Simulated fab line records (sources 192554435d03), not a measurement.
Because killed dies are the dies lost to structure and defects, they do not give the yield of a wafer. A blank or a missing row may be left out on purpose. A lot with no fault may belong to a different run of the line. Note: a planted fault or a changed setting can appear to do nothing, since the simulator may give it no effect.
Which tool did it? -- flow n5 finfet -- 11 lots with 31 wafers sampled at 5 steps, on a route of 1938 steps

## WHAT EACH GAUGE READ, for each wafer
N5_BEOL_M11_OVL_MEAS_12. Usual: M11_OVL gives 0.3 nm (standard deviation 0.83).
lot,measured,on,M11_OVL (nm),flag
L849,day 12 16:11,overlay-02,-0.9 -0.5 -0.3,
L854,day 13 16:17,overlay-02,0.4 0.7,
L853,day 13 18:48,overlay-02,0.4 0.3 1.1,
L852,day 14 14:19,overlay-01,11.2 10.1 10.6,OFF
L855,day 14 17:28,overlay-01,11.0 12.0 11.6,OFF
L856,day 14 23:23,overlay-01,0.0 1.0 1.8,
L859,day 15 09:39,overlay-01,9.3 8.4 8.1,OFF
L862,day 15 23:37,overlay-02,0.2 -0.3 0.7,
L864,day 16 17:41,overlay-01,0.3 -0.8,
L868,day 18 06:16,overlay-02,0.3 0.3 -0.9,
L866,day 18 12:26,overlay-02,-0.5 -0.6 -0.1,

## WHAT TOOL EACH LOT RAN ON (gives the tool, then ch and the chambers of the sampled wafers, and finally the start)
lot,N5_BEOL_M10_SPUTTER_48,N5_BEOL_M10_CMP_52,N5_BEOL_M11_ILD_DEP_00,N5_BEOL_M11_EXPOSE_08
L849,"pvd sputter-01, day 12 13:05","cmp-01 ch 0,2,3, day 12 13:38","pecvd-04 ch 0,1,2, day 12 14:06","arfi scanner-01 ch 0, day 12 16:02"
L854,"pvd sputter-03, day 13 13:37","cmp-02 ch 2, day 13 14:08","pecvd-04 ch 0, day 13 14:38","arfi scanner-03 ch 0, day 13 16:08"
L853,"pvd sputter-03, day 13 15:16","cmp-03 ch 0,1,2, day 13 16:13","pecvd-04 ch 0,2, day 13 16:38","arfi scanner-03 ch 0, day 13 18:39"
L852,"pvd sputter-01, day 14 11:04","cmp-03 ch 0,1,3, day 14 11:49","pecvd-01 ch 0,1,2, day 14 12:20","arfi scanner-03 ch 0, day 14 14:10"
L855,"pvd sputter-03, day 14 14:19","cmp-01 ch 0,1, day 14 14:51","pecvd-01 ch 0,1, day 14 15:20","arfi scanner-03 ch 0, day 14 17:19"
L856,"pvd sputter-01, day 14 19:57","cmp-02 ch 0,1,2, day 14 20:31","pecvd-04 ch 1,2, day 14 20:58","arfi scanner-01 ch 0, day 14 23:14"
L859,"pvd sputter-01, day 15 04:59","cmp-02 ch 0,2,3, day 15 05:34","pecvd-01 ch 0,1,2, day 15 06:03","arfi scanner-03 ch 0, day 15 09:29"
L862,"pvd sputter-02, day 15 19:54","cmp-02 ch 1,2, day 15 20:53","pecvd-04 ch 1,2, day 15 21:20","arfi scanner-01 ch 0, day 15 23:28"
L864,"pvd sputter-01, day 16 12:01","cmp-01 ch 1, day 16 12:44","pecvd-01 ch 1, day 16 13:13","arfi scanner-02 ch 0, day 16 17:32"
L868,"pvd sputter-02, day 18 00:35","cmp-03 ch 0,3, day 18 01:06","pecvd-04 ch 0,2, day 18 01:36","arfi scanner-02 ch 0, day 18 06:07"
L866,"pvd sputter-02, day 18 07:46","cmp-02 ch 0,2,3, day 18 08:28","pecvd-01 ch 0,1,2, day 18 08:55","arfi scanner-02 ch 0, day 18 12:17"
- N5_BEOL_M10_SPUTTER_48: material Cu, target thk 12 nm, time 2 s.
- N5_BEOL_M10_CMP_52: polishes, stops on SiCOH lowk, t overpolish 7 s, target thk 140 nm.
- N5_BEOL_M11_ILD_DEP_00: deposits SiCOH lowk from DEMS/porogen, target thk 308.51 nm, time 58 s.
- N5_BEOL_M11_EXPOSE_08: exposes mask M11.

## WHAT THE TOOLS THEMSELVES READ (means of the sampled wafers that have a number; where no wafer has one, the mark that the record gives instead)
N5_BEOL_M10_SPUTTER_48. Usual: cathode dc power W 26000 W, standard deviation 5.1; chamber pressure pa 0.12997 Pa, standard deviation 0.00027; throttle valve pct 29.6 %, standard deviation 0.87.
lot,tool,cathode dc power W (W),chamber pressure pa (Pa),throttle valve pct (%),flag
L849,pvd sputter-01,25999,0.13029,29.1,
L854,pvd sputter-03,25992,0.12970,29.4,
L853,pvd sputter-03,26002,0.12985,28.8,
L852,pvd sputter-01,26002,0.12993,30.2,
L855,pvd sputter-03,26001,0.13000,29.3,
L856,pvd sputter-01,25997,0.13011,30.1,
L859,pvd sputter-01,26001,0.12999,30.5,
L862,pvd sputter-02,26001,0.12967,29.0,
L864,pvd sputter-01,26014,0.12995,30.5,
L868,pvd sputter-02,25998,0.12989,29.8,
L866,pvd sputter-02,26004,0.13004,29.4,

N5_BEOL_M10_CMP_52. Usual: value, then standard deviation, for each; barrier field endpoint s 28.6 s / 0.88; edge zone pressure frac 1.000 / 0.005; motor current A 6.2 A / 0.73; overpolish run s 6.999 s / 0.0093; retaining ring pressure frac 1.000 / 0.0048; slurry filter dp kPa 13.46 kPa / 0.14; time to endpoint s 65 s / 3.9.
lot,tool,barrier field endpoint s (s),edge zone pressure frac,motor current A (A),overpolish run s (s),retaining ring pressure frac,slurry filter dp kPa (kPa),time to endpoint s (s),flag
L849,cmp-01,28.3,1.001,6.4,6.999,1.000,13.47,66,
L854,cmp-02,28.4,1.004,5.2,7.002,0.994,13.40,64,
L853,cmp-03,28.1,1.002,6.4,7.001,1.001,13.51,66,
L852,cmp-03,28.8,0.999,6.3,7.004,0.999,13.48,68,
L855,cmp-01,27.4,1.003,5.9,7.004,1.005,13.39,60,
L856,cmp-02,28.0,1.003,6.2,7.004,1.005,13.48,64,
L859,cmp-02,28.8,1.004,6.2,6.989,1.000,13.55,66,
L862,cmp-02,28.6,0.997,5.8,7.007,0.998,13.36,67,
L864,cmp-01,27.6,0.994,5.4,6.990,1.007,13.35,58,
L868,cmp-03,28.0,0.998,6.2,7.002,1.000,13.37,64,
L866,cmp-02,29.8,1.005,6.3,6.999,0.996,13.45,69,

N5_BEOL_M11_ILD_DEP_00. Usual: heater power w 309 W, standard deviation 48; showerhead plenum p Torr 5.740 Torr, standard deviation 0.019; throttle valve pct 14.4 %, standard deviation 1.2.
lot,tool,heater power w (W),showerhead plenum p Torr (Torr),throttle valve pct (%),flag
L849,pecvd-04,333,5.731,14.9,
L854,pecvd-04,300,5.756,14.1,
L853,pecvd-04,333,5.733,13.9,
L852,pecvd-01,300,5.734,13.9,
L855,pecvd-01,276,5.734,14.3,
L856,pecvd-04,298,5.726,14.7,
L859,pecvd-01,289,5.738,13.8,
L862,pecvd-04,336,5.728,15.7,
L864,pecvd-01,223,5.740,14.1,
L868,pecvd-04,345,5.731,13.9,
L866,pecvd-01,286,5.744,14.0,

## THE ANSWER, worked out from the rows above alone
Rule: a lot is off if the mean of its wafers that have a number lies more than 3 standard deviations from the usual mean. A lot without any number at a reading at which 4 lots or more have one is off too. All remaining lots with rows at the step are treated as sound. After the gauges, taken in route order, come the tools' own readings; for these a lot's mean is taken, as printed above. At the first step where some lot is off, the reading lying furthest off is the one used; lots without a number count as furthest.
Off: at N5_BEOL_M11_OVL_MEAS_12 (M11_OVL), L852, L855, L859.
A tool fits if, at a process step before that reading, it ran every lot that is off, and no sound lot after the first of them. The gauges at N5_BEOL_M11_OVL_MEAS_12 are tried like those tools. One fits: arfi scanner-03 at N5_BEOL_M11_EXPOSE_08. A fault onset in the window from L853 (day 13 18:39, its last sound lot) to L852 (day 14 14:10, its first lot off) fits.

## WHAT THE SIMULATOR PUT IN
Scanner matching overlay: arfi scanner-03, from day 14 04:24 on, at N5_BEOL_M11_EXPOSE_08. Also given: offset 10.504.
Shown lots that were struck: L852, L855, L859. The same result came from the rule above.
